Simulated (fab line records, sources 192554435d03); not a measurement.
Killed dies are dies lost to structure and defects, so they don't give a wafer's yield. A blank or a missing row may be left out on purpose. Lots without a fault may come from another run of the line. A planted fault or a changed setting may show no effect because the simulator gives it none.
fab line records | flow n5_finfet
record lots=11 wafers=33 last_day=17
route steps=1938 shown BEOL_M14@1717
lots that met no fault: from a run of the same line without faults
start_h: hours from the record's first day to the start of the lot's first wafer shown | wait_h: hours since the lot's step before | " the same as in the row above | L1.1+2: a row that stands for several wafers | - no value, or no start given | * or withheld: withheld | < > ~ a bound
route shown NAME@n: a module of which the file shows steps, and the number in the route of the first | usual: mean/standard deviation of fault-free wafers | same: alike in all rows | chamber/n: place in a boat | sites: the reading at each site | _std_site: their standard deviation | _edge_site: outer sites' mean less inner sites' | radius_mm: how far each site lies from the wafer's centre | mask NAME#n: copy n | behind: the tool/chamber that last shaped the wafer | hold: why the lot was held/for how many hours/how that ended | device: the transistor (n, p or np) that didn't switch | end of line: the same wafers' tests at the end of the route | a step without rows: its recipe alone | killed: dies lost to structure and defects at the first sort, not the wafer's yield | map: a wafer's dies, x killed, . not, _ none there
set.NAME: the setting as run; set.NAME@STEP: as run at that earlier step | model.NAME: the simulator's own value behind a step, which no gauge read
steps of the route over a sample of lots; a table a step, a row a wafer
services: from which hour (start_h, from the record's first day; less than 0 if before it) a tool's chamber was out of use, for how many hours, and why
## steps
# step N5_BEOL_M14_THK_MEAS_01
# recipe reads=SiO2_of_BEOL_M14_ILD_DEP_00
# usual M14_ILD_THK=1114/19
# columns lot.wafer tool chamber start_h wait_h M14_ILD_THK[nm]
L706.3 film_metro-02 - 236.60 0.1 1099
L706.5 " - " " 1123
L706.6 " - " " 1125
L709.1 film_metro-02 - 258.83 0.1 1076
L709.4 " - " " 1108
L709.6 " - " " 1101
L710.1 film_metro-01 - 259.41 0.1 1085
L710.5 " - " " 1116
L710.6 " - " " 1103
L711.1 film_metro-01 - 263.10 0.1 1112
L711.2 " - " " 1106
L711.3 " - " " 1115
L715.2 film_metro-01 - 291.42 0.1 1082
L715.4 " - " " 1109
L715.6 " - " " 1102
L714.3 film_metro-01 - 297.42 0.1 1071
L714.4 " - " " 1121
L714.6 " - " " 1107
L716.2 film_metro-01 - 300.43 0.1 1120
L716.3 " - " " 1123
L716.4 " - " " 1146
L720.2 film_metro-02 - 348.36 0.1 1105
L720.4 " - " " 1131
L720.5 " - " " 1131
L725.1 film_metro-01 - 363.54 0.1 1121
L725.4 " - " " 1134
L725.6 " - " " 1119
L724.1 film_metro-02 - 380.02 0.1 1119
L724.3 " - " " 1094
L724.4 " - " " 1138
L727.3 film_metro-02 - 385.59 0.1 1139
L727.5 " - " " 1142
L727.6 " - " " 1153
# step N5_BEOL_M14_COAT_66
# recipe resist=SiARC temp_c=220 time_s=60 spin_rpm=1500 resist_thk_nm=110
# usual resist_line_temp_C=23.01/0.098 spin_speed_rpm=1500.1/0.77
# columns lot.wafer tool chamber start_h wait_h resist_line_temp_C spin_speed_rpm
L706.3 litho_track-03 0 237.80 - 23.00 1499.7
L706.5 " 0 " " 23.10 1500.1
L706.6 " 0 " " 23.00 1500.4
L709.1 litho_track-01 0 259.70 - 22.88 1499.5
L709.4 " 0 " " 22.96 1499.5
L709.6 " 0 " " 22.93 1500.8
L710.1 litho_track-03 0 260.28 - 22.97 1499.6
L710.5 " 0 " " 22.92 1500.6
L710.6 " 0 " " 22.92 1499.3
L711.1 litho_track-01 0 264.09 - 23.01 1499.8
L711.2 " 0 " " 23.04 1500.5
L711.3 " 0 " " 23.06 1499.3
L715.2 litho_track-04 0 292.61 - 22.98 1499.4
L715.4 " 0 " " 23.05 1501.2
L715.6 " 0 " " 22.94 1500.6
L714.3 litho_track-01 0 298.29 - 22.99 1498.4
L714.4 " 0 " " 22.97 1500.7
L714.6 " 0 " " 22.89 1499.6
L716.2 litho_track-04 0 301.43 - 22.82 1500.9
L716.3 " 0 " " 22.98 1500.0
L716.4 " 0 " " 22.99 1500.7
L720.2 litho_track-01 0 350.14 - 22.93 1389.6
L720.4 " 0 " " 22.91 1390.4
L720.5 " 0 " " 22.95 1389.8
L725.1 litho_track-01 0 364.66 - 23.16 1393.0
L725.4 " 0 " " 23.15 1392.0
L725.6 " 0 " " 23.02 1391.2
L724.1 litho_track-04 0 380.89 - 23.28 1499.1
L724.3 " 0 " " 22.95 1499.9
L724.4 " 0 " " 23.02 1499.9
L727.3 litho_track-04 0 386.58 - 23.03 1499.8
L727.5 " 0 " " 23.06 1500.1
L727.6 " 0 " " 23.12 1501.0
# step N5_BEOL_M14_INSPECT_30
# recipe mode=adi inspect_instrument=macro
# usual raw_defect_count=2.2/1.4
# columns lot.wafer tool chamber start_h wait_h raw_defect_count
L706.3 defect_inspect-01 - 238.14 0.0 2
L706.5 " - " " 3
L706.6 " - " " 3
L709.1 defect_inspect-01 - 260.04 0.0 1
L709.4 " - " " 4
L709.6 " - " " 2
L710.1 defect_inspect-01 - 260.74 0.0 1
L710.5 " - " " 0
L710.6 " - " " 0
L711.1 defect_inspect-01 - 264.43 0.0 8
L711.2 " - " " 3
L711.3 " - " " 0
L715.2 defect_inspect-02 - 292.95 0.0 3
L715.4 " - " " 2
L715.6 " - " " 4
L714.3 defect_inspect-01 - 298.76 0.0 2
L714.4 " - " " 1
L714.6 " - " " 3
L716.2 defect_inspect-02 - 301.89 0.0 5
L716.3 " - " " 2
L716.4 " - " " 3
L720.2 defect_inspect-01 - 350.48 0.0 0
L720.4 " - " " 3
L720.5 " - " " 2
L725.1 defect_inspect-02 - 365.12 0.0 0
L725.4 " - " " 3
L725.6 " - " " 2
L724.1 defect_inspect-02 - 381.36 0.0 3
L724.3 " - " " 3
L724.4 " - " " 1
L727.3 defect_inspect-01 - 386.92 0.0 1
L727.5 " - " " 2
L727.6 " - " " 2
# step N5_BEOL_M14_DESCUM_33
# recipe chemistry=O2 time_s=7.9 source_power_w=50 bias_power_w=20 pressure_mtorr=20 rf_frequency_hz=2.712e+07 temp_c=40 o2_flow_sccm=225
# usual drypump_motor_current_A=5.8/0.46 o2_flow_sccm=225.0/0.65 oes_product_au=0.81/0.095 rf_vpp_V=242.9/1.6 showerhead_plenum_p_Torr=2.09/0.097 temp_c=40.01/0.11 throttle_valve_pct=20.32/0.23
# columns lot.wafer tool chamber start_h wait_h drypump_motor_current_A o2_flow_sccm oes_product_au rf_hours_counter_h rf_vpp_V showerhead_plenum_p_Torr temp_c throttle_valve_pct
L706.3 rie_diel-05 0 238.55 0.4 5.7 224.1 0.94 7 245.8 2.27 39.90 20.42
L706.5 " 1 " " 6.0 225.1 0.84 - 241.0 2.05 40.16 20.24
L706.6 " 2 " " 5.1 225.7 0.69 - 245.1 2.15 40.07 20.29
L709.1 rie_diel-05 3 260.10 0.1 5.6 224.8 0.97 10 242.5 2.04 40.04 20.30
L709.4 " 2 " " 5.1 224.3 0.70 239 244.4 2.15 40.12 20.29
L709.6 " 1 " " 6.1 225.6 0.82 - 241.6 2.05 39.88 20.27
L710.1 rie_diel-04 3 260.78 0.0 5.4 224.7 0.83 67 242.3 2.03 40.13 19.94
L710.5 " 1 " " 5.2 224.0 0.68 - 241.2 1.99 39.94 20.14
L710.6 " 2 " " 5.8 224.2 0.69 - 243.9 2.17 40.07 20.75
L711.1 rie_diel-04 0 264.88 0.4 5.6 223.5 0.92 16 245.7 2.25 40.13 20.14
L711.2 " 2 " " 5.8 224.6 0.69 213 242.9 2.17 39.98 20.74
L711.3 " 3 " " 5.3 224.8 0.82 69 243.6 2.03 40.08 19.94
L715.2 rie_diel-04 2 292.98 0.0 5.8 225.6 0.68 222 243.4 2.17 40.14 20.76
L715.4 " 0 " " 5.6 224.6 0.91 25 244.4 2.25 40.12 20.15
L715.6 " 0 " " 5.6 225.4 0.92 - 244.7 2.25 39.91 20.14
L714.3 rie_diel-04 2 298.84 0.1 5.8 225.8 0.69 224 243.4 2.17 40.32 20.76
L714.4 " 0 " " 5.6 224.9 0.91 27 245.6 2.25 40.02 20.17
L714.6 " 0 " " 5.6 224.2 0.90 - 244.8 2.25 39.98 20.15
L716.2 rie_diel-06 0 301.93 0.0 6.6 224.6 0.89 26 243.6 2.05 39.95 20.29
L716.3 " 1 " " 6.0 225.0 0.93 19 242.2 2.06 40.04 20.50
L716.4 " 0 " " 6.6 225.1 0.89 - 242.9 2.05 39.90 20.29
L720.2 rie_diel-06 0 351.11 0.6 6.6 224.4 0.85 48 241.4 2.04 39.83 20.32
L720.4 " 0 " " 6.6 224.9 0.85 - 240.9 2.04 39.87 20.33
L720.5 " 1 " " 6.0 225.5 0.88 - 241.3 2.06 39.86 20.54
L725.1 rie_diel-04 3 365.18 0.1 5.3 224.9 0.79 98 241.8 2.02 40.17 19.99
L725.4 " 0 " " 5.7 224.3 0.87 - 244.3 2.24 39.89 20.20
L725.6 " 2 " " 5.8 223.6 0.68 - 242.9 2.16 40.15 20.81
L724.1 rie_diel-04 2 381.42 0.1 5.8 225.8 0.67 254 243.0 2.16 39.83 20.80
L724.3 " 3 " " 5.3 224.3 0.78 107 243.1 2.01 40.19 20.01
L724.4 " 3 " " 5.3 223.9 0.78 - 241.8 2.01 40.08 20.00
L727.3 rie_diel-06 0 386.95 0.0 6.7 226.0 0.84 60 243.2 2.03 40.03 20.37
L727.5 " 3 " " 6.5 225.2 0.77 - 241.3 1.99 39.99 20.27
L727.6 " 0 " " 6.6 226.1 0.83 - 240.8 2.03 40.02 20.36
## services
# columns tool chamber start_h hours kind
rie_diel-05 0 223.81 5.5 repair
rie_diel-06 1 228.90 - clean
rie_diel-06 1 228.90 - consumable_replace:focus_ring
rie_diel-06 1 228.90 14.3 scheduled_down
rie_diel-06 1 228.90 14.3 vent_cycle
litho_track-01 - 262.23 - consumable_replace:filter
rie_diel-04 - 266.81 2.4 repair
rie_diel-06 - 267.21 0.6 repair
litho_track-04 - 267.89 - consumable_replace:filter
rie_diel-06 - 275.37 4.3 pm
rie_diel-06 2 294.86 13.9 repair
rie_diel-04 2 302.94 7.1 repair
rie_diel-04 2 310.68 4.4 repair
rie_diel-05 - 333.69 15.6 pm
rie_diel-06 2 334.08 - clean
rie_diel-06 2 334.08 - consumable_replace:focus_ring
rie_diel-04 3 347.13 14.3 repair
rie_diel-06 3 352.68 16.5 repair
litho_track-01 - 353.04 - consumable_replace:filter
rie_diel-04 1 361.41 - clean
rie_diel-04 1 361.41 - consumable_replace:focus_ring
rie_diel-04 1 361.41 - consumable_replace:showerhead
rie_diel-04 1 361.41 23.5 scheduled_down
rie_diel-04 1 361.41 23.5 vent_cycle
## key
first_sign step=N5_BEOL_M14_COAT_66 reading=spin_speed_rpm direction=down sigmas=99+ usual=* struck=*
effect none on later readings
met_at N5_BEOL_M14_COAT_66
struck_lots L720,L725
not_acting_at N5_BEOL_M14_THK_MEAS_01,N5_BEOL_M14_INSPECT_30,N5_BEOL_M14_DESCUM_33
onset_between 298.29 350.14
fault kind=process_parameter_drift tool=litho_track-01 chamber=- onset_h=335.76 steps=N5_BEOL_M14_COAT_66 channel=spin_rpm offset=* shape=step end_h=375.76 acts_in=* stated=*
